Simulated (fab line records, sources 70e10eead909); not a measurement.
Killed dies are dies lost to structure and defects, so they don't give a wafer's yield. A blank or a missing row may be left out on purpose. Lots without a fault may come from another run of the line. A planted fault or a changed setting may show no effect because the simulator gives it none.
Which tool did it? | flow nand_harc | 13 lots, 35 wafers sampled, at 5 steps of a route of 1302

WHAT THE GAUGES READ, wafer by wafer
NHARC_END_SORT_01.
lot  | measured     | on        | defect_limited_yield (%) | killed_at_array | killed_at_other | killed_at_periphery | killed_dies | killed_open | killed_short
L146 | day 29 12:40 | prober-02 | 37.5                     | 63              | 0               | 360                 | 423         | 3           | 2
L148 | day 29 04:52 | prober-01 | 36.2                     | 53              | 1               | 378                 | 432         | 4           | 3

WHICH TOOL RAN EACH LOT (tool, then ch and the chambers of the sampled wafers, then the start)
lot  | NHARC_P_CONTACT_ETCH_18                       | NHARC_P_CONTACT_STRIP_28           | NHARC_P_M0_ETCH_34                 | NHARC_P_M0_ECD_22
L137 | rie_diel-07 ch 0,1, day 6 09:42 or earlier    | rie_diel-11 ch 1,2,3, day 6 09:42  | rie_diel-04 ch 0,2,3, day 6 13:04  | ecd_cu-02 ch 0,1, day 6 14:24
L138 | rie_diel-11 ch 1,2,3, day 6 20:01 or earlier  | rie_diel-06 ch 1,2, day 6 20:01    | rie_diel-03 ch 0,2,3, day 6 23:16  | ecd_cu-02 ch 0,1, day 7 00:35
L139 | rie_diel-11 ch 1,2,3, day 7 08:57 or earlier  | rie_diel-07 ch 0,2,3, day 7 08:57  | rie_diel-04 ch 1,3, day 7 12:09    | ecd_cu-01 ch 0, day 7 13:30
L140 | rie_diel-07 ch 1,3, day 7 16:35 or earlier    | rie_diel-06 ch 0,3, day 7 16:35    | rie_diel-04 ch 0,2,3, day 7 19:54  | ecd_cu-02 ch 0,1, day 7 21:05
L142 | rie_diel-11 ch 0,2,3, day 8 10:58 or earlier  | rie_diel-07 ch 1,2,3, day 8 10:58  | rie_diel-05 ch 1,3, day 8 14:18    | ecd_cu-01 ch 1, day 8 15:44
L146 | rie_diel-11 ch 1, day 10 00:13 or earlier     | rie_diel-06 ch 1, day 10 00:13     | rie_diel-03 ch 3, day 10 03:24     | ecd_cu-01 ch 1, day 10 04:37
L148 | rie_diel-06 ch 0, day 11 01:24 or earlier     | rie_diel-07 ch 0, day 11 01:24     | rie_diel-03 ch 1, day 11 04:44     | ecd_cu-01 ch 1, day 11 05:59
L149 | rie_diel-07 ch 1,2, day 11 21:10 or earlier   | rie_diel-07 ch 0,1,3, day 11 21:10 | rie_diel-05 ch 0,2,3, day 12 00:27 | ecd_cu-02 ch 0,1, day 12 01:38
L151 | rie_diel-07 ch 1,2,3, day 12 17:05 or earlier | rie_diel-06 ch 1,2, day 12 17:05   | rie_diel-05 ch 0,1,3, day 12 20:49 | ecd_cu-02 ch 0,1, day 12 23:07
L153 | rie_diel-07 ch 0,1,3, day 13 03:09 or earlier | rie_diel-06 ch 0,2,3, day 13 03:09 | rie_diel-03 ch 0,2,3, day 13 06:20 | ecd_cu-02 ch 0,1, day 13 07:39
L154 | rie_diel-11 ch 0,3, day 13 20:49 or earlier   | rie_diel-07 ch 0,1,2, day 13 20:49 | rie_diel-03 ch 0,3, day 14 00:04   | ecd_cu-01 ch 0,1, day 14 01:15
L155 | rie_diel-07 ch 2,3, day 14 02:00 or earlier   | rie_diel-11 ch 1,2, day 14 02:00   | rie_diel-04 ch 2,3, day 14 05:11   | ecd_cu-02 ch 0,1, day 14 06:25
L156 | rie_diel-07 ch 0,1,3, day 14 11:16 or earlier | rie_diel-06 ch 1,2,3, day 14 11:16 | rie_diel-04 ch 0,1,2, day 14 14:27 | ecd_cu-02 ch 0,1, day 14 15:39
- NHARC_P_CONTACT_ETCH_18: etches the open film in C4F8/O2/Ar, target depth 481 nm, time 240.5 s.
- NHARC_P_CONTACT_STRIP_28: strips in O2.
- NHARC_P_M0_ETCH_34: etches the open film in N2/H2, target depth 40 nm, overetch 12 nm, time 43.94 s.
- NHARC_P_M0_ECD_22: material Cu, target thk 400 nm.

WHAT THE TOOLS THEMSELVES READ (means of the sampled wafers that have a number; where no wafer has one, the mark that the record gives instead)
NHARC_P_CONTACT_ETCH_18.
lot  | tool        | oes_product_au (a.u.) | rf_fwd_power_W (W) | rf_vpp_V (V)
L137 | rie_diel-07 | 0.963                 | 597.9              | 973
L138 | rie_diel-11 | 0.953                 | 597.7              | 972
L139 | rie_diel-11 | 0.974                 | 598.3              | 971
L140 | rie_diel-07 | 0.966                 | 598.7              | 979
L142 | rie_diel-11 | 0.982                 | 599.1              | 974
L146 | rie_diel-11 | 0.948                 | 600.3              | 971
L148 | rie_diel-06 | 0.933                 | 600.3              | 973
L149 | rie_diel-07 | 0.954                 | 599.1              | 978
L151 | rie_diel-07 | 0.957                 | 597.7              | 979
L153 | rie_diel-07 | 0.963                 | 598.3              | 976
L154 | rie_diel-11 | 0.974                 | 596.6              | 975
L155 | rie_diel-07 | 0.975                 | 599.1              | 982
L156 | rie_diel-07 | 0.973                 | 598.4              | 975

NHARC_P_CONTACT_STRIP_28.
lot  | tool        | drypump_motor_current_A (A) | mfc_ar_sccm (sccm) | o2_flow_sccm (sccm) | oes_product_au (a.u.) | rf_vpp_V (V) | showerhead_plenum_p_Torr (Torr) | throttle_valve_pct (%)
L137 | rie_diel-11 | 5.6                         | 0.005              | 499.8               | 0.994                 | 58.2         | 3.36                            | 17.033
L138 | rie_diel-06 | 5.1                         | 0.020              | 500.1               | 1.006                 | 57.8         | 3.70                            | 17.027
L139 | rie_diel-07 | 5.3                         | 0.004              | 499.4               | 0.999                 | 58.1         | 3.57                            | 17.035
L140 | rie_diel-06 | 5.0                         | 0.006              | 500.5               | 0.992                 | 57.3         | 3.44                            | 17.037
L142 | rie_diel-07 | 5.4                         | 0.004              | 500.6               | 0.996                 | 58.5         | 3.53                            | 17.040
L146 | rie_diel-06 | 4.8                         | 0.023              | 498.6               | 0.997                 | 56.7         | 3.63                            | 17.056
L148 | rie_diel-07 | 4.8                         | 0.000              | 498.5               | 0.999                 | 58.0         | 3.43                            | 17.043
L149 | rie_diel-07 | 4.9                         | 0.000              | 501.1               | 1.002                 | 57.8         | 3.47                            | 17.040
L151 | rie_diel-06 | 5.1                         | 0.020              | 500.3               | 1.011                 | 56.9         | 3.70                            | 17.040
L153 | rie_diel-06 | 5.2                         | 0.013              | 499.6               | 1.000                 | 58.4         | 3.53                            | 17.036
L154 | rie_diel-07 | 5.3                         | 0.004              | 499.3               | 0.994                 | 57.5         | 3.45                            | 17.033
L155 | rie_diel-11 | 5.5                         | 0.005              | 500.0               | 1.002                 | 57.1         | 3.32                            | 17.028
L156 | rie_diel-06 | 5.0                         | 0.014              | 501.5               | 1.015                 | 58.3         | 3.60                            | 17.034

NHARC_P_M0_ETCH_34.
lot  | tool        | drypump_motor_current_A (A) | mfc_ar_sccm (sccm) | oes_product_au (a.u.) | rf_fwd_power_W (W) | rf_vpp_V (V) | showerhead_plenum_p_Torr (Torr) | throttle_valve_pct (%)
L137 | rie_diel-04 | 5.9                         | 0.033              | 1.007                 | 396.0              | 429.3        | 2.01                            | 14.170
L138 | rie_diel-03 | 5.8                         | 0.001              | 1.009                 | 394.0              | 430.6        | 2.04                            | 14.165
L139 | rie_diel-04 | 6.4                         | 0.024              | 1.005                 | 393.5              | 429.2        | 1.97                            | 14.174
L140 | rie_diel-04 | 5.9                         | 0.033              | 1.003                 | 395.5              | 429.8        | 2.01                            | 14.165
L142 | rie_diel-05 | 6.0                         | 0.001              | 1.001                 | 396.1              | 429.0        | 2.00                            | 14.169
L146 | rie_diel-03 | 5.9                         | 0.000              | 1.009                 | 394.7              | 428.3        | 1.90                            | 14.178
L148 | rie_diel-03 | 5.7                         | 0.000              | 1.005                 | 393.8              | 432.3        | 2.09                            | 14.174
L149 | rie_diel-05 | 5.6                         | 0.022              | 0.993                 | 396.3              | 431.7        | 2.07                            | 14.174
L151 | rie_diel-05 | 5.9                         | 0.012              | 0.986                 | 396.5              | 430.0        | 2.02                            | 14.166
L153 | rie_diel-03 | 5.8                         | 0.001              | 1.001                 | 395.4              | 430.5        | 2.03                            | 14.176
L154 | rie_diel-03 | 6.3                         | 0.001              | 1.007                 | 393.3              | 431.2        | 2.05                            | 14.177
L155 | rie_diel-04 | 6.5                         | 0.029              | 0.983                 | 395.8              | 429.0        | 2.01                            | 14.173
L156 | rie_diel-04 | 5.9                         | 0.032              | 0.989                 | 394.6              | 428.6        | 1.96                            | 14.176

THE ANSWER, worked out from the rows above alone
Rule: what is usual is taken from the lots themselves. Put in order of their means at a reading, lots are off if they are a third of the lots or fewer, leave a main group of 4 or more, and stand apart from it by a gap of 3 or more times the standard deviation of the main group's means; of several such gaps the widest counts. A main group whose means are all the same, to the digits that the tables above print for the reading, isn't used. A lot without any number at a reading at which 4 lots or more have one is off too. The other lots that the step has rows for count as sound. The gauges are gone through in route order, then the tools' own readings, and for those a lot's mean is taken as printed above. The first step at which some lot is off is used, and at that step the reading that is off furthest; a lot without a number counts as furthest.
No lot is off at any reading shown: from this, nothing can be told.

WHAT THE SIMULATOR HAD PUT IN
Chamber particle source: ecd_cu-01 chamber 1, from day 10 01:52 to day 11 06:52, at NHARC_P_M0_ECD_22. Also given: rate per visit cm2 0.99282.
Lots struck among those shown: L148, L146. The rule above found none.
